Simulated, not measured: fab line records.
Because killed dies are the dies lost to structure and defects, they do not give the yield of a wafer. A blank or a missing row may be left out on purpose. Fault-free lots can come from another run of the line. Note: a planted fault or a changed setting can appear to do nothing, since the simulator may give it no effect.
Split-lot study / flow n5 finfet / on a route of 1938 steps: 7 lots, 39 wafers read

## THE SPLIT
At N5_BEOL_M15_ILD_DEP_00 (deposits SiO2 from TEOS/O2, target thk 1629.3 nm, time 346.1 s), the setting time s was moved away from the recipe's 346.1 s on 9 of the 39 wafers read, by -32.1% to -15.5%. All remaining wafers had this setting at the recipe value.

Split to reading: the file shows no intervening step.

## THE READING
M15_ILD_THK (nm), taken at N5_BEOL_M15_THK_MEAS_01. On this fab line, fault-free wafers typically give 1639 nm with a standard deviation of 27 nm.

wafer=L078.1; tool, chamber at the split=pecvd-04, 1; time s as run, s=346.1; against the recipe=recipe; M15_ILD_THK, nm=1583; against lot-mates on the recipe=-
wafer=L078.2; tool, chamber at the split=pecvd-04, 0; time s as run, s=346.1; against the recipe=recipe; M15_ILD_THK, nm=1646; against lot-mates on the recipe=-
wafer=L078.3; tool, chamber at the split=pecvd-04, 0; time s as run, s=346.1; against the recipe=recipe; M15_ILD_THK, nm=1649; against lot-mates on the recipe=-
wafer=L078.4; tool, chamber at the split=pecvd-04, 1; time s as run, s=346.1; against the recipe=recipe; M15_ILD_THK, nm=1633; against lot-mates on the recipe=-
wafer=L078.5; tool, chamber at the split=pecvd-04, 1; time s as run, s=346.1; against the recipe=recipe; M15_ILD_THK, nm=1617; against lot-mates on the recipe=-
wafer=L078.6; tool, chamber at the split=pecvd-04, 0; time s as run, s=346.1; against the recipe=recipe; M15_ILD_THK, nm=1682; against lot-mates on the recipe=-
wafer=L085.1; tool, chamber at the split=pecvd-04, 1; time s as run, s=346.1; against the recipe=recipe; M15_ILD_THK, nm=1610; against lot-mates on the recipe=-
wafer=L085.2; tool, chamber at the split=pecvd-04, 2; time s as run, s=346.1; against the recipe=recipe; M15_ILD_THK, nm=1642; against lot-mates on the recipe=-
wafer=L085.3; tool, chamber at the split=pecvd-04, 0; time s as run, s=346.1; against the recipe=recipe; M15_ILD_THK, nm=1650; against lot-mates on the recipe=-
wafer=L085.4; tool, chamber at the split=pecvd-04, 1; time s as run, s=346.1; against the recipe=recipe; M15_ILD_THK, nm=1648; against lot-mates on the recipe=-
wafer=L085.5; tool, chamber at the split=pecvd-04, 0; time s as run, s=346.1; against the recipe=recipe; M15_ILD_THK, nm=1697; against lot-mates on the recipe=-
wafer=L085.6; tool, chamber at the split=pecvd-04, 2; time s as run, s=346.1; against the recipe=recipe; M15_ILD_THK, nm=1661; against lot-mates on the recipe=-
wafer=L086.1; tool, chamber at the split=pecvd-04, 0; time s as run, s=292.3; against the recipe=-15.5%; M15_ILD_THK, nm=1410; against lot-mates on the recipe=-249
wafer=L086.2; tool, chamber at the split=pecvd-04, 1; time s as run, s=292.3; against the recipe=-15.5%; M15_ILD_THK, nm=1360; against lot-mates on the recipe=-299
wafer=L086.3; tool, chamber at the split=pecvd-04, 2; time s as run, s=346.1; against the recipe=recipe; M15_ILD_THK, nm=1626; against lot-mates on the recipe=-
wafer=L086.4; tool, chamber at the split=pecvd-04, 2; time s as run, s=346.1; against the recipe=recipe; M15_ILD_THK, nm=1667; against lot-mates on the recipe=-
wafer=L086.5; tool, chamber at the split=pecvd-04, 0; time s as run, s=346.1; against the recipe=recipe; M15_ILD_THK, nm=1683; against lot-mates on the recipe=-
wafer=L086.6; tool, chamber at the split=pecvd-04, 1; time s as run, s=292.3; against the recipe=-15.5%; M15_ILD_THK, nm=1384; against lot-mates on the recipe=-275
wafer=L089.1; tool, chamber at the split=pecvd-04, 0; time s as run, s=346.1; against the recipe=recipe; M15_ILD_THK, nm=1657; against lot-mates on the recipe=-
wafer=L089.2; tool, chamber at the split=pecvd-04, 2; time s as run, s=346.1; against the recipe=recipe; M15_ILD_THK, nm=1651; against lot-mates on the recipe=-
wafer=L089.3; tool, chamber at the split=pecvd-04, 1; time s as run, s=346.1; against the recipe=recipe; M15_ILD_THK, nm=1629; against lot-mates on the recipe=-
wafer=L089.4; tool, chamber at the split=pecvd-04, 2; time s as run, s=346.1; against the recipe=recipe; M15_ILD_THK, nm=1640; against lot-mates on the recipe=-
wafer=L089.5; tool, chamber at the split=pecvd-04, 1; time s as run, s=346.1; against the recipe=recipe; M15_ILD_THK, nm=1625; against lot-mates on the recipe=-
wafer=L089.6; tool, chamber at the split=pecvd-04, 0; time s as run, s=346.1; against the recipe=recipe; M15_ILD_THK, nm=1685; against lot-mates on the recipe=-
wafer=L090.1; tool, chamber at the split=pecvd-01, 1; time s as run, s=346.1; against the recipe=recipe; M15_ILD_THK, nm=1630; against lot-mates on the recipe=-
wafer=L090.2; tool, chamber at the split=pecvd-01, 2; time s as run, s=346.1; against the recipe=recipe; M15_ILD_THK, nm=1639; against lot-mates on the recipe=-
wafer=L090.3; tool, chamber at the split=pecvd-01, 0; time s as run, s=272.2; against the recipe=-21.4%; M15_ILD_THK, nm=1284; against lot-mates on the recipe=-354
wafer=L090.4; tool, chamber at the split=pecvd-01, 2; time s as run, s=272.2; against the recipe=-21.4%; M15_ILD_THK, nm=1313; against lot-mates on the recipe=-325
wafer=L090.5; tool, chamber at the split=pecvd-01, 0; time s as run, s=272.2; against the recipe=-21.4%; M15_ILD_THK, nm=1278; against lot-mates on the recipe=-360
wafer=L090.6; tool, chamber at the split=pecvd-01, 1; time s as run, s=346.1; against the recipe=recipe; M15_ILD_THK, nm=1646; against lot-mates on the recipe=-
wafer=L093.1; tool, chamber at the split=pecvd-03, 1,2; time s as run, s=235; against the recipe=-32.1%; M15_ILD_THK, nm=1120; against lot-mates on the recipe=-509
wafer=L093.2; tool, chamber at the split=pecvd-03, 0; time s as run, s=346.1; against the recipe=recipe; M15_ILD_THK, nm=1609; against lot-mates on the recipe=-
wafer=L093.3; tool, chamber at the split=pecvd-03, 2; time s as run, s=235; against the recipe=-32.1%; M15_ILD_THK, nm=1103; against lot-mates on the recipe=-526
wafer=L093.4; tool, chamber at the split=pecvd-03, 1; time s as run, s=346.1; against the recipe=recipe; M15_ILD_THK, nm=1653; against lot-mates on the recipe=-
wafer=L093.5; tool, chamber at the split=pecvd-03, 0; time s as run, s=346.1; against the recipe=recipe; M15_ILD_THK, nm=1626; against lot-mates on the recipe=-
wafer=L093.6; tool, chamber at the split=pecvd-03, 1,2; time s as run, s=235; against the recipe=-32.1%; M15_ILD_THK, nm=1119; against lot-mates on the recipe=-510
wafer=L096.2; tool, chamber at the split=pecvd-04, 2; time s as run, s=346.1; against the recipe=recipe; M15_ILD_THK, nm=1592; against lot-mates on the recipe=-
wafer=L096.4; tool, chamber at the split=pecvd-04, 0; time s as run, s=346.1; against the recipe=recipe; M15_ILD_THK, nm=1672; against lot-mates on the recipe=-
wafer=L096.5; tool, chamber at the split=pecvd-04, 2; time s as run, s=346.1; against the recipe=recipe; M15_ILD_THK, nm=1624; against lot-mates on the recipe=-
If several chambers appear in one row, that row covers several wafers at once and the file leaves open which wafer was in which chamber.

THE FIT
A straight line over all 39 wafers: M15_ILD_THK changes by +16.5 nm for each +1% of time s; r = +0.99; the points scatter about the line by 25 nm.
The same after taking each lot's own level away (the mean of its wafers on the recipe; 39 wafers): +16.3 nm for each +1%; r = +0.99; scatter 24 nm.
Per that fit: largest time s move, reading shift of 5.2e+02 nm.
The span of the lots' own levels, 1629.3 to 1658.7 nm, comes to 1.1 times the standard deviation stated above.
So the lot-to-lot level changes the slope little: the two slopes agree.
Check: with one of the wafers moved furthest among these (-32.1%) left out of the fit, the line predicts -527 nm for it against its lot-mates. Against them it came out at -509 nm.

## FURTHER SPLITS ON THESE WAFERS
Other splits were also applied to these wafers ahead of the reading. Each is held against what the fit with the lots' levels taken away leaves over:
other split on the same wafers=N5_BEOL_M12_ILD_DEP_00 target thk a; wafers away from the commonest value=15; r with M15_ILD_THK (lot level and that fit taken away)=-0.02

## THE WHOLE CHAIN: every reading that the file lists as answering this split, in the file's order
step=N5_BEOL_M15_ILD_DEP_00; what it does=deposits SiO2 from TEOS/O2, target thk 1629.3 nm, time 346.1 s; reading=SiO2_of_BEOL_M15_ILD_DEP_00.thk nm (the simulator's own value, which no gauge read); change (the file's fit)=+16.3 nm for each +1% of the setting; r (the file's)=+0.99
step=N5_BEOL_M15_THK_MEAS_01; what it does=; reading=M15_ILD_THK; change (the file's fit)=+16.3 for each +1% of the setting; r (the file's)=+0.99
step=N5_BEOL_M15_VIA_ETCH_16; what it does=etches SiO2 in C4F8/O2/Ar, target depth 1792.2 nm; reading=etch.depth nm (the simulator's own value, which no gauge read); change (the file's fit)=+16.3 nm for each +1% of the setting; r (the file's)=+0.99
step=N5_BEOL_M15_VIA_ETCH_16; what it does=etches SiO2 in C4F8/O2/Ar, target depth 1792.2 nm; reading=coat_of_BEOL_M15_COAT_04.thk nm (the simulator's own value, which no gauge read); change (the file's fit)=-3.84 nm for each +1% of the setting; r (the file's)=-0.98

## THE FILE'S OWN FIT
M15_ILD_THK changes by +16.3 nm for each +1% of time s, r = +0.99.
